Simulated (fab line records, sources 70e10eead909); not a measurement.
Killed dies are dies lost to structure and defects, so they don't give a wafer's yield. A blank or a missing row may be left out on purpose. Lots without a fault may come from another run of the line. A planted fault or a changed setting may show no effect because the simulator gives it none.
Chamber matching | flow nand_harc | NHARC_A_CHANNEL_HOLE_D2_ETCH_44 on rie_diel-02: 4 sister chambers
The step etches the open film in CF4/O2, target depth 140 nm, overetch 14 nm, time 77 s. 20 wafers are shown with their chamber, then 10 later ones without.

WAFERS WITH THEIR CHAMBER
wafer  | chamber | drypump_motor_current_A (A) | rf_vpp_V (V) | cf4_flow_sccm (sccm)
L074.1 | 3       | 5.7                         | 198.6        | 79.85
L074.3 | 0       | 5.9                         | 197.4        | 79.85
L074.6 | 2       | 5.1                         | 198.3        | 79.76
L079.2 | 2       | 5.1                         | 197.7        | 80.02
L079.3 | 3       | 5.7                         | 199.5        | 80.16
L079.5 | 1       | 6.5                         | 196.0        | 79.97
L082.1 | 0       | 6.0                         | 199.5        | 79.60
L082.4 | 2       | 5.1                         | 197.0        | 79.94
L082.6 | 2       | 5.1                         | 198.0        | 79.88
L083.2 | 3       | 5.7                         | 199.1        | 79.97
L083.3 | 1       | 6.5                         | 197.5        | 80.15
L083.6 | 1       | 6.5                         | 196.1        | 79.94
L084.1 | 1       | 6.4                         | 197.0        | 79.38
L084.4 | 2       | 5.1                         | 197.2        | 79.76
L084.5 | 1       | 6.5                         | 197.0        | 79.95
L086.2 | 3       | 5.7                         | 199.8        | 80.09
L086.4 | 2       | 5.1                         | 197.1        | 79.63
L086.5 | 0       | 6.0                         | 196.8        | 79.93
L089.1 | 2       | 5.1                         | 197.9        | 79.62
L089.3 | 3       | 5.7                         | 198.6        | 80.00

SIGNATURES (means of the wafers above)
reading                 | chamber 0 | chamber 1 | chamber 2 | chamber 3 | scatter within a chamber
drypump_motor_current_A | 5.967     | 6.480     | 5.100     | 5.700     | 0.0303
rf_vpp_V                | 197.900   | 196.720   | 197.600   | 199.120   | 0.723
cf4_flow_sccm           | 79.7933   | 79.8780   | 79.8014   | 80.0140   | 0.193
Rule: a wafer's distance from a chamber is the root of the sum, over the readings, of the square of ((its reading less the chamber's mean) divided by the reading's scatter). The wafer belongs to the nearest chamber; if the next one is less than 2 further off, it can't be placed. The scatter: the root of (the sum of the squares of (reading less its chamber's mean) over the shown wafers, divided by (wafers less chambers)).

WAFERS WITHOUT THEIR CHAMBER
wafer  | drypump_motor_current_A (A) | rf_vpp_V (V) | cf4_flow_sccm (sccm)
L089.4 | 6.0                         | 197.5        | 80.26
L091.1 | 6.5                         | 196.9        | 79.64
L091.3 | 5.7                         | 198.3        | 80.35
L091.4 | 6.0                         | 197.4        | 80.24
L093.1 | 5.1                         | 197.4        | 79.53
L093.5 | 6.5                         | 196.8        | 80.18
L093.6 | 6.0                         | 197.9        | 79.83
L097.1 | 5.1                         | 195.8        | 79.78
L097.2 | 6.0                         | 197.7        | 80.05
L097.6 | 6.0                         | 198.3        | 80.28

WHICH CHAMBER EACH WENT THROUGH
wafer  | from the rows above | in truth
L089.4 | 0                   | 0
L091.1 | 1                   | 1
L091.3 | 3                   | 3
L091.4 | 0                   | 0
L093.1 | 2                   | 2
L093.5 | 1                   | 1
L093.6 | 0                   | 0
L097.1 | 2                   | 2
L097.2 | 0                   | 0
L097.6 | 0                   | 0
Placed correctly: 10 of 10. Can't be placed from these rows: 0. Placed wrongly: 0.
